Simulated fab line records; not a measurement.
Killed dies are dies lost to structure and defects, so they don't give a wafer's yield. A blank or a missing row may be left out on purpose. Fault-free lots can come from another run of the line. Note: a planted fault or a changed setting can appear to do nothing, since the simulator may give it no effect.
Split-lot trial / flow n5-finfet / 39 wafers read from 7 lots, route of 1938 steps

== SPLIT DETAILS ==
At N5_BEOL_M6_ETCH_62 (etches SOC in N2/H2, target depth 110 nm, overetch 22 nm, time 165 s), the setting target-depth-a was moved away from the recipe's 1100 angstrom on 18 of the 39 wafers read, by -46.9% to +58.2%. For the rest of the wafers, this setting stayed at what the recipe calls for.

Reading taken at the split's own step.

== THE READING ==
SiARC_of_BEOL_M6_COAT_60.thk-nm (the simulator's own value, which no gauge read), in nm, at N5_BEOL_M6_ETCH_62 (etches SOC in N2/H2, target depth 110 nm, overetch 22 nm, time 165 s). The file does not state a usual value for it. The 21 wafers here that ran the recipe average 28.4 nm, standard deviation 0.34 nm.

wafer=L074.2; tool, chamber at the split=rie-diel-06, 1; target-depth-a as run, angstrom=1100; against the recipe=recipe; SiARC_of_BEOL_M6_COAT_60.thk-nm, nm=28.8; against lot-mates on the recipe=-
wafer=L074.4; tool, chamber at the split=rie-diel-06, 3; target-depth-a as run, angstrom=1100; against the recipe=recipe; SiARC_of_BEOL_M6_COAT_60.thk-nm, nm=28.4; against lot-mates on the recipe=-
wafer=L074.5; tool, chamber at the split=rie-diel-06, 1; target-depth-a as run, angstrom=1100; against the recipe=recipe; SiARC_of_BEOL_M6_COAT_60.thk-nm, nm=29; against lot-mates on the recipe=-
wafer=L075.1; tool, chamber at the split=rie-diel-06, 0; target-depth-a as run, angstrom=1412; against the recipe=+28.4%; SiARC_of_BEOL_M6_COAT_60.thk-nm, nm=26.6; against lot-mates on the recipe=-2.1
wafer=L075.2; tool, chamber at the split=rie-diel-06, 3; target-depth-a as run, angstrom=1100; against the recipe=recipe; SiARC_of_BEOL_M6_COAT_60.thk-nm, nm=28.6; against lot-mates on the recipe=-
wafer=L075.3; tool, chamber at the split=rie-diel-06, 2; target-depth-a as run, angstrom=1412; against the recipe=+28.4%; SiARC_of_BEOL_M6_COAT_60.thk-nm, nm=26.4; against lot-mates on the recipe=-2.3
wafer=L075.4; tool, chamber at the split=rie-diel-06, 1; target-depth-a as run, angstrom=1100; against the recipe=recipe; SiARC_of_BEOL_M6_COAT_60.thk-nm, nm=29; against lot-mates on the recipe=-
wafer=L075.5; tool, chamber at the split=rie-diel-06, 0; target-depth-a as run, angstrom=1100; against the recipe=recipe; SiARC_of_BEOL_M6_COAT_60.thk-nm, nm=28.4; against lot-mates on the recipe=-
wafer=L075.6; tool, chamber at the split=rie-diel-06, 1; target-depth-a as run, angstrom=1412; against the recipe=+28.4%; SiARC_of_BEOL_M6_COAT_60.thk-nm, nm=27.6; against lot-mates on the recipe=-1.1
wafer=L077.1; tool, chamber at the split=rie-diel-02, 2; target-depth-a as run, angstrom=1100; against the recipe=recipe; SiARC_of_BEOL_M6_COAT_60.thk-nm, nm=28.6; against lot-mates on the recipe=-
wafer=L077.2; tool, chamber at the split=rie-diel-02, 1,2; target-depth-a as run, angstrom=837.4; against the recipe=-23.9%; SiARC_of_BEOL_M6_COAT_60.thk-nm, nm=29.8; against lot-mates on the recipe=+1.5
wafer=L077.6; tool, chamber at the split=rie-diel-02, 1,2; target-depth-a as run, angstrom=837.4; against the recipe=-23.9%; SiARC_of_BEOL_M6_COAT_60.thk-nm, nm=29.8; against lot-mates on the recipe=+1.5
wafer=L077.3; tool, chamber at the split=rie-diel-02, 0,1; target-depth-a as run, angstrom=1100; against the recipe=recipe; SiARC_of_BEOL_M6_COAT_60.thk-nm, nm=28.2; against lot-mates on the recipe=-
wafer=L077.5; tool, chamber at the split=rie-diel-02, 0,1; target-depth-a as run, angstrom=1100; against the recipe=recipe; SiARC_of_BEOL_M6_COAT_60.thk-nm, nm=28.2; against lot-mates on the recipe=-
wafer=L077.4; tool, chamber at the split=rie-diel-02, 3; target-depth-a as run, angstrom=837.4; against the recipe=-23.9%; SiARC_of_BEOL_M6_COAT_60.thk-nm, nm=30; against lot-mates on the recipe=+1.7
wafer=L080.1; tool, chamber at the split=rie-diel-06, 3; target-depth-a as run, angstrom=1740; against the recipe=+58.2%; SiARC_of_BEOL_M6_COAT_60.thk-nm, nm=25; against lot-mates on the recipe=-2.9
wafer=L080.6; tool, chamber at the split=rie-diel-06, 3; target-depth-a as run, angstrom=1740; against the recipe=+58.2%; SiARC_of_BEOL_M6_COAT_60.thk-nm, nm=25; against lot-mates on the recipe=-2.9
wafer=L080.2; tool, chamber at the split=rie-diel-06, 1; target-depth-a as run, angstrom=1740; against the recipe=+58.2%; SiARC_of_BEOL_M6_COAT_60.thk-nm, nm=25.2; against lot-mates on the recipe=-2.7
wafer=L080.3; tool, chamber at the split=rie-diel-06, 0; target-depth-a as run, angstrom=1100; against the recipe=recipe; SiARC_of_BEOL_M6_COAT_60.thk-nm, nm=28; against lot-mates on the recipe=-
wafer=L080.4; tool, chamber at the split=rie-diel-06, 2; target-depth-a as run, angstrom=1100; against the recipe=recipe; SiARC_of_BEOL_M6_COAT_60.thk-nm, nm=27.8; against lot-mates on the recipe=-
wafer=L080.5; tool, chamber at the split=rie-diel-06, 2; target-depth-a as run, angstrom=1100; against the recipe=recipe; SiARC_of_BEOL_M6_COAT_60.thk-nm, nm=27.8; against lot-mates on the recipe=-
wafer=L084.1; tool, chamber at the split=rie-diel-02, 0; target-depth-a as run, angstrom=1100; against the recipe=recipe; SiARC_of_BEOL_M6_COAT_60.thk-nm, nm=28.2; against lot-mates on the recipe=-
wafer=L084.2; tool, chamber at the split=rie-diel-02, 1,0,1; target-depth-a as run, angstrom=1487; against the recipe=+35.2%; SiARC_of_BEOL_M6_COAT_60.thk-nm, nm=26.4; against lot-mates on the recipe=-2.1
wafer=L084.5; tool, chamber at the split=rie-diel-02, 1,0,1; target-depth-a as run, angstrom=1487; against the recipe=+35.2%; SiARC_of_BEOL_M6_COAT_60.thk-nm, nm=26.4; against lot-mates on the recipe=-2.1
wafer=L084.6; tool, chamber at the split=rie-diel-02, 1,0,1; target-depth-a as run, angstrom=1487; against the recipe=+35.2%; SiARC_of_BEOL_M6_COAT_60.thk-nm, nm=26.4; against lot-mates on the recipe=-2.1
wafer=L084.3; tool, chamber at the split=rie-diel-02, 3; target-depth-a as run, angstrom=1100; against the recipe=recipe; SiARC_of_BEOL_M6_COAT_60.thk-nm, nm=28.6; against lot-mates on the recipe=-
wafer=L084.4; tool, chamber at the split=rie-diel-02, 2; target-depth-a as run, angstrom=1100; against the recipe=recipe; SiARC_of_BEOL_M6_COAT_60.thk-nm, nm=28.8; against lot-mates on the recipe=-
wafer=L089.1; tool, chamber at the split=rie-diel-02, 0; target-depth-a as run, angstrom=671.1; against the recipe=-39.0%; SiARC_of_BEOL_M6_COAT_60.thk-nm, nm=30.4; against lot-mates on the recipe=+1.9
wafer=L089.2; tool, chamber at the split=rie-diel-02, 2; target-depth-a as run, angstrom=1100; against the recipe=recipe; SiARC_of_BEOL_M6_COAT_60.thk-nm, nm=28.8; against lot-mates on the recipe=-
wafer=L089.3; tool, chamber at the split=rie-diel-02, 1; target-depth-a as run, angstrom=671.1; against the recipe=-39.0%; SiARC_of_BEOL_M6_COAT_60.thk-nm, nm=30.6; against lot-mates on the recipe=+2.1
wafer=L089.4; tool, chamber at the split=rie-diel-02, 2; target-depth-a as run, angstrom=671.1; against the recipe=-39.0%; SiARC_of_BEOL_M6_COAT_60.thk-nm, nm=30.8; against lot-mates on the recipe=+2.3
wafer=L089.5; tool, chamber at the split=rie-diel-02, 0; target-depth-a as run, angstrom=1100; against the recipe=recipe; SiARC_of_BEOL_M6_COAT_60.thk-nm, nm=28.2; against lot-mates on the recipe=-
wafer=L089.6; tool, chamber at the split=rie-diel-02, 1; target-depth-a as run, angstrom=1100; against the recipe=recipe; SiARC_of_BEOL_M6_COAT_60.thk-nm, nm=28.4; against lot-mates on the recipe=-
wafer=L091.1; tool, chamber at the split=rie-diel-05, 0,2; target-depth-a as run, angstrom=584.5; against the recipe=-46.9%; SiARC_of_BEOL_M6_COAT_60.thk-nm, nm=31.2; against lot-mates on the recipe=+2.7
wafer=L091.6; tool, chamber at the split=rie-diel-05, 0,2; target-depth-a as run, angstrom=584.5; against the recipe=-46.9%; SiARC_of_BEOL_M6_COAT_60.thk-nm, nm=31.2; against lot-mates on the recipe=+2.7
wafer=L091.2; tool, chamber at the split=rie-diel-05, 2,3; target-depth-a as run, angstrom=1100; against the recipe=recipe; SiARC_of_BEOL_M6_COAT_60.thk-nm, nm=28.6; against lot-mates on the recipe=-
wafer=L091.4; tool, chamber at the split=rie-diel-05, 2,3; target-depth-a as run, angstrom=1100; against the recipe=recipe; SiARC_of_BEOL_M6_COAT_60.thk-nm, nm=28.6; against lot-mates on the recipe=-
wafer=L091.3; tool, chamber at the split=rie-diel-05, 1; target-depth-a as run, angstrom=1100; against the recipe=recipe; SiARC_of_BEOL_M6_COAT_60.thk-nm, nm=28.4; against lot-mates on the recipe=-
wafer=L091.5; tool, chamber at the split=rie-diel-05, 1; target-depth-a as run, angstrom=584.5; against the recipe=-46.9%; SiARC_of_BEOL_M6_COAT_60.thk-nm, nm=31; against lot-mates on the recipe=+2.5
Where a row lists several chambers, the file gives one row for several wafers and doesn't say which wafer went through which chamber.

THE FIT
A straight line over all 39 wafers: SiARC_of_BEOL_M6_COAT_60.thk-nm changes by -0.0574 nm for each +1% of target-depth-a; r = -0.98; the points scatter about the line by 0.3 nm.
The same after taking each lot's own level away (the mean of its wafers on the recipe; 39 wafers): -0.0546 nm for each +1%; r = -0.98; scatter 0.28 nm.
The reading moves by 3.2 nm for the largest change in target-depth-a, on that fit.
The lots' own levels span 27.87 to 28.73 nm, that is 2.6 times the standard deviation above.
The two slopes are in agreement: the lot-to-lot level therefore moves the slope only a little.
Check: for one of the wafers moved furthest among these (+58.2%), held out of the fit, the line's prediction against its lot-mates is -3.21 nm. It came out at -2.87 nm against them.

== THE WHOLE CHAIN: every reading that the file lists as answering this split, in the file's order ==
step=N5_BEOL_M6_ETCH_62; what it does=etches SOC in N2/H2, target depth 110 nm, overetch 22 nm, time 165 s; reading=SiARC_of_BEOL_M6_COAT_60.thk-nm (the simulator's own value, which no gauge read); change (the file's fit)=-0.0546 nm for each +1% of the setting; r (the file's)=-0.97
step=N5_BEOL_M6_HM_OPEN_17; what it does=chemistry Cl2/BCl3, target TiN, target depth 20 nm, overetch 6 nm; reading=etch.depth-nm (the simulator's own value, which no gauge read); change (the file's fit)=not straight: 19.97 at the lowest setting, 19.92 at the recipe, 12.08 at the highest; r (the file's)=not given
step=N5_BEOL_M6_OCD_MEAS_38; what it does=; reading=trench-depth-nm; change (the file's fit)=not straight: 0.4 at the lowest setting, 93.8 at the recipe, 96.5 at the highest; r (the file's)=not given

== FILE'S OWN FIT ==
SiARC_of_BEOL_M6_COAT_60.thk-nm changes by -0.0546 nm for each +1% of target-depth-a, r = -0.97.
